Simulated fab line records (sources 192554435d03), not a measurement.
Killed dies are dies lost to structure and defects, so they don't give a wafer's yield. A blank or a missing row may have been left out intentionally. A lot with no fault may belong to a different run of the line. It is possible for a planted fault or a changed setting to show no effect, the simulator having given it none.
8D (eight disciplines) problem report, filled in by code | flow n5-finfet | the parts of the form that need people (team, actions taken, sign-off) are left out

== 1. THE PROBLEM ==
spin-speed-rpm at N5_BEOL_M13_COAT_22 reads a mean of 3294.8 rpm on 9 wafers of 3 lots; wafers without a fault read 2887.9 rpm with a standard deviation of 1.9. That is +99 or more standard deviations from the usual mean.
The step: resist thk 300 nm.
The first sign was on wafer L675.1 at day 14 04:17, on litho-track-03. At this step, 37 wafers from 13 lots have a number in the record. Rule for "out" (also "out of limits"): further than 4 standard deviations from the usual mean. All remaining wafers that have a number are taken as sound.

== 2. WHAT THIS IS AND IS NOT ==
question                    | is                     | is not
which readings at this step | spin-speed-rpm         | resist-line-temp-C
which lots                  | L675, L676, L678       | L661, L662, L664, L665, L666, L667, L669, L673, L680, L681
which wafers of those lots  | all that have a number | -
read on which tools         | litho-track-03         | litho-track-04, litho-track-05
when                        | from day 14 04:17      | up to then (19 sound wafers); but 9 sound wafers of L673, L680, L681 came after

== 3. SUSPECTS, AND WHAT RULES EACH OUT ==
Counting: a tool at a process step up to the reading stays a suspect if it ran every lot that is out and no sound lot after the first of them.
- litho-track-03 at N5_BEOL_M13_COAT_22 (resist thk 300 nm): kept. It ran every lot that is out, first L675 (day 14 04:17), and no sound lot after that; its last sound lot up to then is L667 (day 12 11:22). Out on those wafers are its own readings of spin-speed-rpm.
After counting, what remains is litho-track-03 at N5_BEOL_M13_COAT_22.

== 4. THE CAUSE (what the simulator had put in) ==
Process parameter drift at N5_BEOL_M13_COAT_22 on litho-track-03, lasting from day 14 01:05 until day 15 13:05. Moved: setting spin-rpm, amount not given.
The count eliminated every tool but this one.

== 5. THE EFFECT CHAIN, in route order ==
Each row: a reading where the mean over the struck wafers with a number is more than 3 standard deviations away from the usual. Scope: only readings with a usual standard deviation given in the record; hours: median across lots of the time from each lot's start at the first step in this table that gives one to its start at this step; sigmas: change in usual standard deviations.
hours | step                | reading        | usual      | on struck wafers | change | sigmas
0     | N5_BEOL_M13_COAT_22 | spin-speed-rpm | 2887.9 rpm | 3294.8           | +406.9 | +99 or more
Here are the process steps it includes:
- N5_BEOL_M13_COAT_22: resist thk 300 nm.
Later steps that measure or inspect, where all struck wafers having a row at the step show a number for every such reading and not one has moved that far: N5_BEOL_M13_CD_MEAS_28.

== 6. HOW IT WOULD HAVE BEEN CAUGHT EARLIER ==
In this record no reading fell out of limits until day 14 04:17, 3 hours after the fault had begun at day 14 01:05.
